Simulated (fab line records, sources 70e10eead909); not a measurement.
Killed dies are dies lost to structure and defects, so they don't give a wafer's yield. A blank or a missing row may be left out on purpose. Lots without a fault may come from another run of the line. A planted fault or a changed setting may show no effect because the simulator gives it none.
fab line records | flow nand_harc
record lots=12 wafers=36 last_day=34
route steps=1302 shown P_M0@273 P_M1@309
lots that met no fault: from a run of the same line without faults
start_h: hours from the record's first day to the start of the lot's first wafer shown | wait_h: hours since the lot's step before | " the same as in the row above | L1.1+2: a row that stands for several wafers | - no value, or no start given | * or withheld: withheld | < > ~ a bound
route shown NAME@n: a module of which the file shows steps, and the number in the route of the first | usual: mean/standard deviation of fault-free wafers | same: alike in all rows | chamber/n: place in a boat | sites: the reading at each site | _std_site: their standard deviation | _edge_site: outer sites' mean less inner sites' | radius_mm: how far each site lies from the wafer's centre | mask NAME#n: copy n | behind: the tool/chamber that last shaped the wafer | hold: why the lot was held/for how many hours/how that ended | device: the transistor (n, p or np) that didn't switch | end of line: the same wafers' tests at the end of the route | a step without rows: its recipe alone | killed: dies lost to structure and defects at the first sort, not the wafer's yield | map: a wafer's dies, x killed, . not, _ none there
set.NAME: the setting as run; set.NAME@STEP: as run at that earlier step | model.NAME: the simulator's own value behind a step, which no gauge read
steps of the route over a sample of lots; a table a step, a row a wafer
services: from which hour (start_h, from the record's first day; less than 0 if before it) a tool's chamber was out of use, for how many hours, and why
## steps
# step NHARC_P_M0_PRE_CLEAN_29
# recipe time_s=30 temp_c=280 gas=H2/He
# usual heater_power_w=410/22 susceptor_temp_C=279.99/0.18
# same time_s=30
# columns lot.wafer tool chamber start_h wait_h heater_power_w susceptor_temp_C
L775.4 pvd_sputter-01 - - - 406 -
L775.2 " - " " 383 -
L775.5 " - " " 423 -
L776.4 pvd_sputter-01 - - - 381 280.10
L776.2 " - " " 412 279.66
L776.5 " - " " 429 280.09
L777.2 pvd_sputter-02 - - - 400 280.16
L777.1 " - " " 411 279.88
L777.6 " - " " 407 280.02
L778.4 pvd_sputter-03 - - - 393 280.00
L778.1 " - " " 406 280.13
L778.6 " - " " 392 280.00
L780.4 pvd_sputter-01 - - - 434 280.05
L780.6 " - " " 416 279.80
L780.5 " - " " 415 279.91
L781.4 pvd_sputter-01 - - - 419 279.80
L781.2 " - " " 425 280.26
L781.5 " - " " 425 280.04
L784.3 pvd_sputter-01 - - - 418 280.07
L784.2 " - " " 431 280.30
L784.4 " - " " 408 279.64
L791.4 pvd_sputter-03 - - - 402 280.29
L791.5 " - " " 398 280.18
L791.6 " - " " 451 280.12
L792.1 pvd_sputter-03 - - - 378 280.27
L792.3 " - " " 390 280.03
L792.5 " - " " 453 279.81
L793.1 pvd_sputter-01 - - - 419 279.92
L793.4 " - " " 383 280.16
L793.5 " - " " 415 280.06
L794.2 pvd_sputter-02 - - - 394 279.94
L794.4 " - " " 420 280.10
L794.5 " - " " 443 279.89
L798.2 pvd_sputter-01 - - - 401 -
L798.1 " - " " 422 -
L798.5 " - " " 394 -
# step NHARC_P_M0_CMP_23
# recipe t_overpolish_s=20 target_thk_nm=117.54
# usual motor_current_A=12.5/1.4 pad_life_wafers=197/100 time_to_endpoint_s=28.5/2.3
# columns lot.wafer tool chamber start_h wait_h motor_current_A pad_life_wafers time_to_endpoint_s
L775.2 cmp-04 0 123.71 - 9.3 12 28.4
L775.4 " 3 " " 12.8 15 27.7
L775.5 " 1 " " 11.8 - 26.6
L776.4 cmp-01 3 136.30 - 14.8 168 29.0
L776.2 " 1 " " 11.5 170 22.4
L776.5 " 0 " " 13.4 - 25.7
L777.2 cmp-03 3 144.75 - 15.0 276 31.4
L777.1 " 2 " " 11.1 279 32.5
L777.6 " 0 " " 12.1 - 32.0
L778.1 cmp-01 1 156.32 - 12.2 248 26.1
L778.4 " 2 " " 13.6 249 28.6
L778.6 " 0 " " 13.5 - 26.3
L780.4 cmp-01 0 172.23 - 13.3 337 29.7
L780.6 " 3 " " 14.6 - 32.8
L780.5 " 0 " " 13.0 - 30.4
L781.4 cmp-03 0 186.75 - 11.3 84 27.1
L781.2 " 2 " " 10.9 86 27.9
L781.5 " 0 " " 11.8 - 25.0
L784.4 cmp-01 3 218.01 - 14.1 102 28.1
L784.2 " 0 " " 13.0 103 29.2
L784.3 " 1 " " 12.1 104 22.5
L791.4 cmp-03 3 286.46 - 14.8 85 26.3
L791.6 " 2 " " 11.6 - 27.8
L791.5 " 3 " " 14.5 - 24.3
L792.3 cmp-03 1 297.81 - 13.3 121 29.7
L792.1 " 3 " " 15.2 123 29.3
L792.5 " 0 " " 11.7 - 24.5
L793.4 cmp-04 2 298.51 - 13.0 272 30.8
L793.1 " 3 " " 12.2 273 30.2
L793.5 " 1 " " 11.4 - 25.7
L794.4 cmp-01 1 312.75 - 12.3 120 27.8
L794.2 " 2 " " 13.1 121 31.1
L794.5 " 1 " " 12.2 - 26.2
L798.1 cmp-04 2 355.10 - 12.4 133 30.1
L798.2 " 3 " " 12.6 134 30.0
L798.5 " 1 " " 10.9 - 28.6
# step NHARC_P_M1_ECD_22
# recipe target_thk_a=4000 bath_temp_c=25 material=Cu
# columns lot.wafer tool chamber start_h wait_h
L775.2+4+5 ecd_cu-01 0,1,0 127.18 -
L776.2+4+5 ecd_cu-02 1,0,0 139.72 -
L777.1+2+6 ecd_cu-01 0,1,0 148.05 -
L778.1+4+6 ecd_cu-01 0,0,1 159.91 -
L780.4+6+5 ecd_cu-02 0,0,1 175.72 -
L781.2+4+5 ecd_cu-02 0 190.20 -
L781.2+4+5 ecd_cu-02 0 190.91 -
L784.2+3+4 ecd_cu-02 0,1,0 221.56 -
L784.2+3+4 ecd_cu-02 0,1,0 222.09 0.5
L791.4+6+5 ecd_cu-01 1,0,1 289.89 -
L791.4+6+5 ecd_cu-01 1,0,1 290.42 0.5
L792.1+3+5 ecd_cu-02 1,0,1 301.25 -
L793.1+4+5 ecd_cu-02 0,1,0 301.88 -
L794.2+4+5 ecd_cu-02 1 316.18 -
L798.1+2+5 ecd_cu-02 1,0,0 358.49 -
# step NHARC_P_M1_CMP_23
# recipe t_overpolish_s=20 target_thk_nm=157.82
# usual motor_current_A=12.5/1.6 pad_life_wafers=159/100 time_to_endpoint_s=28.2/2.3
# columns lot.wafer tool chamber start_h wait_h motor_current_A pad_life_wafers time_to_endpoint_s
L775.4 cmp-03 3 127.86 - 15.0 228 28.3
L775.2 " 1 " " 13.0 230 26.9
L775.5 " 3 " " 15.0 - 29.1
L776.2 cmp-02 3 140.47 - 12.0 1 26.1
L776.4 " 0 " " 15.0 2 25.4
L776.5 " 3 " " 13.0 - 25.4
L777.1 cmp-04 3 148.80 - 11.5 97 28.2
L777.2 " 1 " " 10.8 99 25.1
L777.6 " 3 " " 12.4 - 30.3
L778.1 cmp-03 0 160.58 - 12.1 354 28.0
L778.4 " 3 " " 14.3 357 29.8
L778.6 " 0 " " 11.9 - 27.0
L780.4 cmp-03 1 176.35 - 13.4 48 25.5
L780.6 " 1 " " 13.3 - 27.5
L780.5 " 2 " " 11.0 - 29.7
L781.2 cmp-04 1 191.68 - 11.9 189 53.4
L781.4 " 3 " " 12.1 191 59.9
L781.5 " 2 " " 13.0 - 59.4
L784.2 cmp-02 1 222.87 - 13.8 381 57.7
L784.3 " 2 " " 12.4 382 57.7
L784.4 " 0 " " 15.1 384 54.4
L791.4 cmp-04 0 291.20 - 9.0 238 55.3
L791.5 " 3 " " 11.9 - 61.2
L791.6 " 0 " " 9.7 - 57.9
L792.3 cmp-03 0 301.95 - 11.9 133 25.0
L792.1 " 1 " " 13.2 134 24.1
L792.5 " 0 " " 11.5 - 27.8
L793.4 cmp-02 1 302.62 - 14.1 235 33.0
L793.1 " 2 " " 12.1 236 29.3
L793.5 " 0 " " 14.3 - 27.4
L794.4 cmp-02 3 316.95 - 12.5 320 28.9
L794.2 " 0 " " 15.1 321 24.4
L794.5 " 1 " " 14.2 - 29.2
L798.2 cmp-02 2 359.24 - 12.7 91 27.5
L798.1 " 3 " " 12.5 92 22.3
L798.5 " 2 " " 12.4 - 26.9
# step NHARC_P_M1_DEP_33
# recipe target_thk_a=300 temp_c=370 target_thk_nm=30 pressure_torr=3 flow_sccm=200 rf_w=450 material=SiCN
# usual heater_power_w=559/72 susceptor_temp_C=370.00/0.22
# columns lot.wafer tool chamber start_h wait_h heater_power_w susceptor_temp_C
L775.2 pecvd-02 2 128.47 0.1 511 370.03
L775.4 " 2 " " 536 370.00
L775.5 " 0 " " 493 370.03
L776.2 pecvd-03 0 141.06 0.1 492 369.78
L776.5 " 0 " " 492 369.99
L776.4 " 1 " " 509 370.41
L777.1 pecvd-02 1 149.43 0.1 634 370.44
L777.2 " 2 " " 567 370.01
L777.6 " 0 " " 532 369.98
L778.1 pecvd-04 2 161.24 0.1 628 370.27
L778.4 " 2 " " 631 369.98
L778.6 " 0 " " 579 370.00
L780.6 pecvd-02 2 177.10 0.2 467 369.98
L780.4 " 0 " " 518 369.83
L780.5 " 1 " " 661 370.03
L781.2 pecvd-04 0 192.71 0.4 612 370.30
L781.5 " 1 " " 498 369.70
L781.4 " 2 " " 568 369.75
L784.3 pecvd-03 2 223.62 0.1 573 369.63
L784.2 " 0 " " 531 369.92
L784.4 " 2 " " 582 369.95
L791.6 pecvd-04 0 291.93 0.2 671 370.18
L791.4 " 1 " " 427 370.09
L791.5 " 2 " " 592 369.77
L792.1 pecvd-02 1 302.58 0.1 605 370.07
L792.3 " 2 " " 565 369.87
L792.5 " 2 " " 547 369.86
L793.1 pecvd-04 0 303.26 0.1 660 369.80
L793.4 " 2 " " 593 370.23
L793.5 " 1 " " 449 370.05
L794.2 pecvd-02 2 317.56 0.1 563 370.14
L794.4 " 1 " " 579 370.26
L794.5 " 2 " " 574 370.52
L798.1 pecvd-02 1 359.83 0.1 555 369.69
L798.2 " 2 " " 576 370.07
L798.5 " 0 " " 621 369.90
## services
# columns tool chamber start_h hours kind
pecvd-02 2 104.64 8.4 repair
cmp-04 - 113.71 0.9 repair
cmp-04 - 115.75 4.0 pm
cmp-03 - 134.07 2.7 repair
cmp-04 - 155.16 14.8 repair
cmp-03 - 162.00 4.0 pm
cmp-03 - 181.76 0.2 repair
cmp-03 - 206.09 0.5 repair
cmp-04 - 213.75 4.0 pm
pvd_sputter-01 - 225.98 9.7 repair
pecvd-02 - 227.13 13.0 pm
cmp-03 - 232.92 0.7 repair
ecd_cu-02 - 244.00 8.0 pm
cmp-03 - 260.00 4.0 pm
pecvd-02 1 306.16 5.6 repair
pvd_sputter-01 - 310.03 2.6 repair
cmp-03 - 310.93 6.4 repair
cmp-04 - 311.75 4.0 pm
cmp-03 - 324.82 0.7 repair
pvd_sputter-01 - 333.28 2.8 repair
ecd_cu-02 - 335.26 1.9 repair
pvd_sputter-01 - 347.65 2.7 repair
pvd_sputter-01 - 351.21 2.2 repair
cmp-03 - 358.00 4.0 pm
## key
first_sign step=NHARC_P_M1_ECD_22 reading=visit direction=added
effect step=NHARC_P_M1_CMP_23 reading=time_to_endpoint_s direction=up sigmas=13 usual=* struck=*
met_at NHARC_P_M1_ECD_22
struck_lots L781,L784,L791
not_acting_at NHARC_P_M0_PRE_CLEAN_29,NHARC_P_M0_CMP_23,NHARC_P_M1_DEP_33
fault kind=repeated_step_whole tool=ecd_cu-01,ecd_cu-02 chamber=- onset_h=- steps=NHARC_P_M1_ECD_22 times=1 scope=struck_lots_only
